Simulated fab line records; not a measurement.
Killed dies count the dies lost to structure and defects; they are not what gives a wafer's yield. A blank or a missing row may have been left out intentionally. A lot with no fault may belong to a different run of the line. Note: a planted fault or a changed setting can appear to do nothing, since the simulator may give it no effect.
Struck lot and sound lot, side by side -- flow nand-harc -- 18 out of 1302 route steps
Sound: these wafers, L330.3, L330.5, L330.6. Struck: wafer L328.2. (L328.5, L328.6 of the same lot were not struck and are left out.) The cause comes at the end.
For every step that has rows: the tool of each side, followed by ch and its chambers, followed by its first start. Under that, the readings that differ: sound wafers -- struck wafers -- difference of the means -- sigmas: that difference in standard deviations of wafers without a fault.
alike: same words and numbers on both sides, and readings whose means sit less than 2 such deviations apart. not compared: any withheld reading, any reading some wafer has no value for, any bound like >300 that may hide the same value, and any number with overlapping values for which the record gives no deviation.
A row with sigmas, a row that says differs or no value, or rows on one side alone: a step with any of these is where the two part. Numbers that have no deviation but don't overlap get no sigmas and don't part them. A reading that every wafer of one side lacks parts them only if that side has two wafers or more.

NHARC_A_SGD_CUT_CD_MEAS_09: target cd 100 nm.
  sound on cd-sem-01 ch 0, day 26 09:34; struck on cd-sem-03 ch 0, day 25 23:15
  alike: cd-nm
NHARC_A_SGD_CUT_OVL_MEAS_10:
  sound: overlay-02 at day 26 09:39; struck: overlay-02 at day 25 23:20
  alike: overlay-x-nm, overlay-y-nm
NHARC_A_SGD_CUT_INSPECT_11:
  sound: defect-inspect-02 at day 26 09:41; struck: defect-inspect-01 at day 25 23:22
  alike: raw-defect-count
NHARC_A_SGD_CUT_DESCUM_14: chemistry O2, time 3 s.
  sound on rie-diel-01 ch 1,2, day 26 09:46; struck on rie-diel-05 ch 3, day 25 23:26
reading,sound,struck,difference,sigmas
drypump-motor-current-A (A),6.2 6.7 6.2,5.3,-1.1,-2
  alike: oes-product-au, rf-vpp-V, showerhead-plenum-p-Torr, throttle-valve-pct
  not compared: rf-hours-counter-h
NHARC_A_SGD_CUT_ETCH_58: etches the open film in CF4, target depth 39 nm, time 65 s.
  sound on rie-diel-01 ch 0,2,3, day 26 09:51; struck on rie-diel-05 ch 2, day 25 23:32
  alike: drypump-motor-current-A, oes-product-au, rf-vpp-V, showerhead-plenum-p-Torr, throttle-valve-pct
  not compared: rf-hours-counter-h
NHARC_A_SGD_CUT_ETCH_59: etches the open film in N2/H2, target depth 260 nm, time 406.25 s.
  sound on rie-diel-01 ch 0,3; struck on rie-diel-05 ch 2
reading,sound,struck,difference,sigmas
throttle-valve-pct (%),14.185 14.190 14.163,14.157,-0.022,-2
  alike: drypump-motor-current-A, oes-product-au, rf-vpp-V, showerhead-plenum-p-Torr
  not compared: rf-hours-counter-h
NHARC_A_SGD_CUT_ETCH_15: etches the open film in CH3F/O2, target depth 75 nm, time 64.3 s.
  sound on rie-diel-01 ch 0,1,3; struck on rie-diel-05 ch 3
  alike: drypump-motor-current-A, oes-product-au, rf-vpp-V, showerhead-plenum-p-Torr, throttle-valve-pct
  not compared: rf-hours-counter-h
then, 5 steps without rows for these wafers: NHARC_A_SGD_CUT_ETCH_16 (etches the open film in C4F8/O2/Ar, target depth 310.5 nm, time 155.2 s); NHARC_A_SGD_CUT_STRIP_60 (strips in C4F8/O2/Ar); NHARC_A_SGD_CUT_STRIP_17 (strips in O2); NHARC_A_SGD_CUT_PRECLEAN_18 (cleans in SC1); NHARC_A_SGD_CUT_SRD_19.
NHARC_A_SGD_CUT_DEP_20: deposits SiO2, target thk 150 nm.
  sound on fcvd-01 ch 0,1, day 26 10:56; struck on fcvd-02 ch 0,1, day 26 00:35
then, 1 step without rows for these wafers: NHARC_A_SGD_CUT_ANNEAL_27 (time 1800 s).
NHARC_A_SGD_CUT_CMP_21: polishes, target thk 148.19 nm.
  sound on cmp-01 ch 0,1,3, day 26 15:32; struck on cmp-02 ch 3, day 26 05:06
  alike: motor-current-A, time-to-endpoint-s
NHARC_A_SGD_CUT_THK_MEAS_22: measures by ellipsometry.
  sound: film-metro-01 at day 26 15:44; struck: film-metro-01 at day 26 05:18
reading,sound,struck,difference,sigmas
thk-nm (nm),147.0 149.6 148.3,144.0,-4.3,-3
next, for these wafers, 1 step has no rows: NHARC_A_SGD_CUT_SRD_23.
NHARC_END_SORT_01:
  the record has rows for the sound wafers here (prober-02 ch 0, day 31 20:16) and none for the struck ones

WHERE THEY PART
Last at NHARC_END_SORT_01 as far as this record goes, first at NHARC_A_SGD_CUT_DESCUM_14.

WHY: what had been put in by the simulator
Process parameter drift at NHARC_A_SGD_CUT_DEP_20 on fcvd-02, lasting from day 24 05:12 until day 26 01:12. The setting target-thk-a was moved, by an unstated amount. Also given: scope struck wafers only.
